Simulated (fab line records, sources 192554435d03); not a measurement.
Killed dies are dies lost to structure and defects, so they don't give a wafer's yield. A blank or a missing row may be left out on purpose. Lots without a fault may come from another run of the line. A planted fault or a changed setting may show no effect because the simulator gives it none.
One fault seen from 2 desks | flow n5_finfet | each desk has only its own numbers; what lay behind them comes last

THE METROLOGY DESK
What the gauges read, lot by lot, whatever tool the lot ran on: means of the sampled wafers that have a number. A lot is out of limits, marked OUT, if its mean lies more than 4 standard deviations from the usual mean; the brackets give that distance. Of its 10 readings 7 are shown: those that lie furthest out on some lot.
Columns: A = DIBL_N at N5_BEOL_M4_RC_MEAS_101, usual 36.1 mV/V; B = DIBL_P at N5_BEOL_M4_RC_MEAS_101, usual 36.1 mV/V; C = IOFF_N at N5_BEOL_M4_RC_MEAS_101, usual 0.154 nA/um; D = IOFF_P at N5_BEOL_M4_RC_MEAS_101, usual 0.201 nA/um; E = ION_P at N5_BEOL_M4_RC_MEAS_101, usual 462 uA/um; F = SS_P at N5_BEOL_M4_RC_MEAS_101, usual 73.3 mV/dec; G = VT_P at N5_BEOL_M4_RC_MEAS_101, usual -251.3 mV
lot  | first seen here | A    | B    | C     | D     | E   | F    | G
L155 | day 11 16:17    | 34.3 | 34.0 | 0.140 | 0.175 | 457 | 72.8 | -254.0
L158 | day 11 23:13    | 37.4 | 39.2 | 0.178 | 0.225 | 461 | 73.8 | -251.3
L160 | day 12 21:02    | 37.2 | 37.7 | 0.163 | 0.198 | 455 | 73.3 | -254.2
L161 | day 13 01:40    | 34.9 | 34.7 | 0.137 | 0.181 | 462 | 72.4 | -251.1
L162 | day 13 05:23    | 38.0 | 37.8 | 0.184 | 0.218 | 466 | 74.7 | -252.3
This desk's finding: nothing out of limits on any of the 5 lots.

THE TOOL OWNER'S DESK: litho_track-05
The tool's own readings at N5_WELL_APT_PEB_06 (peb time 90 s): means of the sampled wafers that have a number, for each lot that ran on this tool. A lot is out of limits, marked OUT, if its mean lies more than 4 standard deviations from the usual mean; the brackets give that distance.
Columns: A = heater_power_total_W at N5_WELL_APT_PEB_06, usual 172.4 W
lot  | first seen here | A
L155 | day 4 19:54     | 171.8
L158 | day 5 13:42     | 178.8 (+7.6) OUT
L161 | day 6 07:56     | 179.8 (+8.7) OUT
L162 | day 6 13:45     | 179.7 (+8.5) OUT
This desk's finding: out of limits on L158, L161, L162; first on L158, day 5 13:42 (heater_power_total_W at N5_WELL_APT_PEB_06). In limits: L155.

PUT TOGETHER
The tool owner's desk could have raised an alarm at day 5 13:42, on L158, L161, L162.
The metrology desk saw nothing out of limits.
The metrology desk has L158, L161, L162 on record, within its limits.
Of the lots named, all ran N5_WELL_APT_PEB_06 on litho_track-05.

WHAT THE SIMULATOR HAD PUT IN
Process parameter drift: litho_track-05, from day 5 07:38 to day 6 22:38, at N5_WELL_APT_PEB_06. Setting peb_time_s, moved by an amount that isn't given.
Lots struck among those shown: L158, L161, L162.
Hours from the fault's start to each desk's first reading out of limits: the tool owner's desk, 6.
